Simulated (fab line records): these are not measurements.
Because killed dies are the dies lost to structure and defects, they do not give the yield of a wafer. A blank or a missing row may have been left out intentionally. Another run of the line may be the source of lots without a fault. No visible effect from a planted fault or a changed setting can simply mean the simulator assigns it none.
Matching of chambers / flow n5_finfet / N5_BEOL_M2_DEP_57 on pecvd-01: 3 sister chambers
The step deposits SiCN from 3MS/NH3, target thk 8 nm, time 14 s. 16 wafers are shown with their chamber, then 8 later ones without.

WAFERS, EACH WITH ITS CHAMBER
wafer=L079.2; chamber=1; throttle_valve_pct (%)=9.9; showerhead_plenum_p_Torr (Torr)=3.670; chamber_pressure_Torr (Torr)=2.997
wafer=L079.4; chamber=1; throttle_valve_pct (%)=9.9; showerhead_plenum_p_Torr (Torr)=3.658; chamber_pressure_Torr (Torr)=3.002
wafer=L079.5; chamber=0; throttle_valve_pct (%)=9.4; showerhead_plenum_p_Torr (Torr)=3.676; chamber_pressure_Torr (Torr)=3.003
wafer=L081.3; chamber=0; throttle_valve_pct (%)=8.8; showerhead_plenum_p_Torr (Torr)=3.673; chamber_pressure_Torr (Torr)=2.993
wafer=L081.4; chamber=1; throttle_valve_pct (%)=9.7; showerhead_plenum_p_Torr (Torr)=3.668; chamber_pressure_Torr (Torr)=2.982
wafer=L081.5; chamber=0; throttle_valve_pct (%)=9.4; showerhead_plenum_p_Torr (Torr)=3.668; chamber_pressure_Torr (Torr)=2.993
wafer=L086.1; chamber=1; throttle_valve_pct (%)=9.9; showerhead_plenum_p_Torr (Torr)=3.665; chamber_pressure_Torr (Torr)=3.001
wafer=L086.2; chamber=2; throttle_valve_pct (%)=9.4; showerhead_plenum_p_Torr (Torr)=3.666; chamber_pressure_Torr (Torr)=2.992
wafer=L086.6; chamber=1; throttle_valve_pct (%)=9.9; showerhead_plenum_p_Torr (Torr)=3.667; chamber_pressure_Torr (Torr)=3.012
wafer=L087.1; chamber=2; throttle_valve_pct (%)=8.9; showerhead_plenum_p_Torr (Torr)=3.657; chamber_pressure_Torr (Torr)=3.002
wafer=L087.2; chamber=0; throttle_valve_pct (%)=9.1; showerhead_plenum_p_Torr (Torr)=3.666; chamber_pressure_Torr (Torr)=3.007
wafer=L087.3; chamber=1; throttle_valve_pct (%)=10.0; showerhead_plenum_p_Torr (Torr)=3.671; chamber_pressure_Torr (Torr)=3.003
wafer=L089.1; chamber=0; throttle_valve_pct (%)=9.1; showerhead_plenum_p_Torr (Torr)=3.676; chamber_pressure_Torr (Torr)=3.000
wafer=L089.3; chamber=1; throttle_valve_pct (%)=9.8; showerhead_plenum_p_Torr (Torr)=3.668; chamber_pressure_Torr (Torr)=2.999
wafer=L089.6; chamber=1; throttle_valve_pct (%)=9.9; showerhead_plenum_p_Torr (Torr)=3.678; chamber_pressure_Torr (Torr)=3.011
wafer=L090.3; chamber=0; throttle_valve_pct (%)=9.3; showerhead_plenum_p_Torr (Torr)=3.682; chamber_pressure_Torr (Torr)=2.998

SIGNATURES, as means of the wafers listed above
reading=throttle_valve_pct; chamber 0=9.183; chamber 1=9.875; chamber 2=9.150; scatter within a chamber=0.186
reading=showerhead_plenum_p_Torr; chamber 0=3.67350; chamber 1=3.66812; chamber 2=3.66150; scatter within a chamber=0.00578
reading=chamber_pressure_Torr; chamber 0=2.99900; chamber 1=3.00088; chamber 2=2.99700; scatter within a chamber=0.0079
Rule: for a wafer and a chamber, the distance is found by dividing, reading by reading, the gap between the wafer's reading and the chamber's mean by the reading's scatter, squaring, summing and taking the root. The wafer belongs to the nearest chamber; if the next one is less than 2 further off, it can't be placed. The scatter is the square root of a quotient: the sum, over the shown wafers, of each reading's squared deviation from its chamber's mean, divided by wafers minus chambers.

WAFERS WITH NO CHAMBER GIVEN
wafer=L090.4; throttle_valve_pct (%)=9.0; showerhead_plenum_p_Torr (Torr)=3.657; chamber_pressure_Torr (Torr)=2.998
wafer=L090.6; throttle_valve_pct (%)=8.9; showerhead_plenum_p_Torr (Torr)=3.672; chamber_pressure_Torr (Torr)=3.008
wafer=L094.1; throttle_valve_pct (%)=9.8; showerhead_plenum_p_Torr (Torr)=3.669; chamber_pressure_Torr (Torr)=2.994
wafer=L094.4; throttle_valve_pct (%)=9.4; showerhead_plenum_p_Torr (Torr)=3.657; chamber_pressure_Torr (Torr)=3.005
wafer=L094.6; throttle_valve_pct (%)=9.6; showerhead_plenum_p_Torr (Torr)=3.674; chamber_pressure_Torr (Torr)=3.016
wafer=L095.1; throttle_valve_pct (%)=9.3; showerhead_plenum_p_Torr (Torr)=3.671; chamber_pressure_Torr (Torr)=2.992
wafer=L095.4; throttle_valve_pct (%)=9.3; showerhead_plenum_p_Torr (Torr)=3.659; chamber_pressure_Torr (Torr)=2.992
wafer=L095.5; throttle_valve_pct (%)=9.3; showerhead_plenum_p_Torr (Torr)=3.672; chamber_pressure_Torr (Torr)=3.009

THE CHAMBER EACH PASSED THROUGH
wafer=L090.4; from the rows above=can't be placed: 2 or 0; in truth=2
wafer=L090.6; from the rows above=can't be placed: 0 or 2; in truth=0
wafer=L094.1; from the rows above=1; in truth=1
wafer=L094.4; from the rows above=can't be placed: 2 or 0 or 1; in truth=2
wafer=L094.6; from the rows above=can't be placed: 1 or 0 or 2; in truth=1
wafer=L095.1; from the rows above=can't be placed: 0 or 2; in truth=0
wafer=L095.4; from the rows above=can't be placed: 2 or 0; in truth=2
wafer=L095.5; from the rows above=can't be placed: 0 or 2 or 1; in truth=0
Correct placement for 1 of the 8. Not placeable from these rows: 7 (in 7, the candidates include the true chamber). Wrongly placed: 0.
